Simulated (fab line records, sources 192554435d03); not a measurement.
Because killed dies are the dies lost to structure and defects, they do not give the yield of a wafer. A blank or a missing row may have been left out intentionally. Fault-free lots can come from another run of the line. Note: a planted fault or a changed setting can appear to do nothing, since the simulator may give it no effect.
Which tool was responsible? | flow n5 finfet | 36 wafers sampled from 12 lots at 1 step of a route of 1938

WHAT EACH GAUGE READ, for each wafer
N5_BEOL_M14_CD_MEAS_10: target cd 250 nm.
lot  | measured     | on        | cd nm (nm)
L077 | day 11 13:06 | cd sem-01 | 252.1 248.9 253.0
L074 | day 12 01:11 | cd sem-01 | 247.7 246.4 249.8
L078 | day 12 08:59 | cd sem-02 | 249.4 248.5 250.3
L081 | day 12 16:19 | cd sem-01 | 250.7 250.4 249.1
L083 | day 13 15:34 | cd sem-03 | 250.2 248.2 249.8
L086 | day 14 05:49 | cd sem-01 | 249.3 250.3 250.2
L087 | day 14 13:36 | cd sem-03 | 247.9 251.1 247.9
L088 | day 14 21:05 | cd sem-01 | 249.4 249.6 249.9
L090 | day 15 13:10 | cd sem-01 | 251.6 249.5 251.0
L094 | day 15 19:17 | cd sem-02 | 252.5 251.5 251.5
L095 | day 16 04:02 | cd sem-01 | 250.2 248.5 250.4
L096 | day 16 21:00 | cd sem-02 | 251.4 251.4 252.9

TOOL THAT RAN EACH LOT (tool first, then ch and the chambers of the sampled wafers, then the start)
The record shows no process step preceding these readings.

THE ANSWER, worked out from the rows above alone
Rule: what is usual is taken from the lots themselves. Put in order of their means at a reading, lots are off if they are a third of the lots or fewer, leave a main group of 4 or more, and stand apart from it by a gap of 3 or more times the standard deviation of the main group's means; of several such gaps the widest counts. A main group is skipped when, at the precision printed for the reading in the tables above, its means are all equal. Also off: a lot with no number at a reading for which 4 or more lots have one. The other lots that the step has rows for count as sound.
Nothing can be told from this: no lot is off at any reading shown.

WHAT HAD BEEN PUT IN BY THE SIMULATOR
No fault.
